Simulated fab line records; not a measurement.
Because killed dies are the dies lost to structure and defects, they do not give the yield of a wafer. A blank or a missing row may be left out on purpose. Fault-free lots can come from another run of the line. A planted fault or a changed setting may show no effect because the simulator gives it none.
A lot that was struck, set against a sound lot / flow nand-harc / 38 steps out of a route of 1302
Sound: these wafers, L690.2, L690.3, L690.6. Wafers struck: L681.2, L681.3, L681.5. The cause is named last.
For every step that has rows: the tool of each side, followed by ch and its chambers, followed by its first start. Under that, the readings that differ: sound wafers / struck wafers / difference of the means / sigmas: that difference in standard deviations of wafers without a fault.
alike: same words and numbers on both sides, and readings whose means sit less than 2 such deviations apart. not compared: any withheld reading, any reading some wafer has no value for, any bound like >300 that may hide the same value, and any number with overlapping values for which the record gives no deviation.
A row with sigmas, a row that says differs or no value, or rows on one side alone: a step with any of these is where the two part. Non-overlapping numbers with no deviation appear without sigmas and do not part them. A reading that every wafer of one side lacks parts them only if that side has two wafers or more.

NHARC_THIN_TSV_ETCH_44: etches the open film in CF4/O2, target depth 1594.2 nm, time 797.1 s.
  sound on rie-diel-12 ch 0,1,3, day 29 23:16; struck on rie-diel-03 ch 2,3, day 25 19:18
  alike: chamber-pressure-mTorr, drypump-motor-current-A, mfc-ar-sccm, oes-product-au, rf-vpp-V, showerhead-plenum-p-Torr, throttle-valve-pct
  not compared: rf-hours-counter-h
then, 1 step without rows for these wafers: NHARC_THIN_TSV_ETCH_15 (target depth 3000 nm, bosch target overetch cycles 2, bosch etch step 2.8 s).
NHARC_THIN_TSV_CD_MEAS_16:
  sound on cd-sem-03, day 30 00:07; struck on cd-sem-01, day 25 20:01
  alike: cd-nm
then, 9 steps without rows for these wafers: NHARC_THIN_TSV_STRIP_45 (strips in O2); NHARC_THIN_TSV_STRIP_46 (strips in post etch residue remover, time 1200 s); NHARC_THIN_TSV_DEP_47 (deposits SiO2, target thk 200 nm); NHARC_THIN_TSV_ETCHBACK_48 (etches the open film in C4F8/Ar, target depth 1028.5 nm, time 405.17 s); NHARC_THIN_TSV_STRIP_62 (strips in N2/H2, time 20 s); NHARC_THIN_TSV_DEGAS_49 (time 120 s); NHARC_THIN_TSV_PRE_CLEAN_50 (time 30 s); NHARC_THIN_TSV_PVD_19 (deposits TaN, target thk 20 nm); NHARC_THIN_TSV_PVD_51 (deposits Cu, target thk 100 nm).
NHARC_THIN_TSV_ECD_20: material Cu, target thk 2000 nm.
  sound on ecd-cu-02 ch 0,1, day 30 02:41; struck on ecd-cu-01 ch 0,1, day 25 22:37
NHARC_THIN_TSV_ANNEAL_52: time 90 s.
  sound on rtp-anneal-01 ch 0, day 30 03:28; struck on rtp-anneal-02 ch 0, day 25 23:25
  alike: wafer_temp_C_max
then, 3 steps without rows for these wafers: NHARC_THIN_TSV_CMP_21 (polishes, t overpolish 30 s, target thk 2000 nm); NHARC_THIN_TSV_SRD_23; NHARC_THIN_TSV_DEGAS_53 (time 60 s).
NHARC_THIN_TSV_PRE_CLEAN_54: time 30 s.
  sound on pvd-sputter-03, day 30 04:18; struck on pvd-sputter-02, day 26 00:14
  alike: heater-power-w
then, 10 steps without rows for these wafers: NHARC_THIN_TSV_PVD_55 (deposits TiN, target thk 50 nm); NHARC_THIN_TSV_PVD_24 (deposits Al, target thk 800 nm); NHARC_THIN_TSV_DEHYDRATE_25 (time 120 s); NHARC_THIN_TSV_HMDS_26 (time 30 s); NHARC_THIN_TSV_COAT_27; NHARC_THIN_TSV_SOFTBAKE_28 (time 95 s); NHARC_THIN_TSV_EBR_29; NHARC_THIN_TSV_EXPOSE_30 (exposes mask PAD); NHARC_THIN_TSV_PEB_31 (peb time 85 s); NHARC_THIN_TSV_DEVELOP_32 (time 70 s).
NHARC_THIN_TSV_CD_MEAS_33: target cd 5000 nm.
  sound on cd-sem-03 ch 0, day 30 05:58; struck on cd-sem-01 ch 0, day 26 01:18
  alike: cd-nm
then, 1 step without rows for these wafers: NHARC_THIN_TSV_HARDBAKE_34 (time 80 s).
NHARC_THIN_TSV_DESCUM_35: chemistry O2, time 3 s.
  sound on rie-diel-12 ch 0,2, day 30 06:08; struck on rie-diel-03 ch 1,2, day 26 01:27
  alike: chamber-pressure-mTorr, drypump-motor-current-A, mfc-ar-sccm, oes-product-au, rf-vpp-V, showerhead-plenum-p-Torr, throttle-valve-pct
  not compared: rf-hours-counter-h
NHARC_THIN_TSV_ETCH_59: etches the open film in Cl2/BCl3, target depth 880 nm, time 138.1 s.
  sound on rie-metal-01 ch 0,1, day 30 06:16; struck on rie-metal-03 ch 0,1, day 26 01:37
  alike: chamber-pressure-mTorr, drypump-motor-current-A, oes-product-au, throttle-valve-pct
  not compared: rf-hours-counter-h
then, 3 steps without rows for these wafers: NHARC_THIN_TSV_ETCH_36 (etches the open film in Cl2/BCl3, target depth 65 nm, time 18.571 s); NHARC_THIN_TSV_STRIP_56 (strips in O2); NHARC_THIN_TSV_STRIP_57 (strips in post etch residue remover, time 1200 s).
NHARC_THIN_TSV_CD_MEAS_37:
  sound on cd-sem-02, day 30 07:26; struck on cd-sem-01, day 26 02:44
  alike: cd-nm
then, 1 step without rows for these wafers: NHARC_THIN_TSV_ANNEAL_58 (time 1800 s).
NHARC_END_SORT_01:
  sound on prober-01 ch 0, day 30 15:49; struck on prober-02 ch 0, day 26 11:16
reading=defect-limited-yield (%); sound=87; struck=0 0 0; difference=-87; sigmas=-29
reading=killed-at-array; sound=80; struck=53 31 27; difference=-43; sigmas=-2
reading=killed-at-other; sound=0; struck=622 645 649; difference=+639; sigmas=+99 or more
reading=killed-dies; sound=85; struck=677 677 677; difference=+592; sigmas=+30
reading=killed-open; sound=6; struck=0 1 1; difference=-5; sigmas=-3
  alike: killed-at-periphery, killed-short

== WHERE THEY PART ==
At NHARC_END_SORT_01 and nowhere else, as far as this record goes.

WHY: what the simulator had put in
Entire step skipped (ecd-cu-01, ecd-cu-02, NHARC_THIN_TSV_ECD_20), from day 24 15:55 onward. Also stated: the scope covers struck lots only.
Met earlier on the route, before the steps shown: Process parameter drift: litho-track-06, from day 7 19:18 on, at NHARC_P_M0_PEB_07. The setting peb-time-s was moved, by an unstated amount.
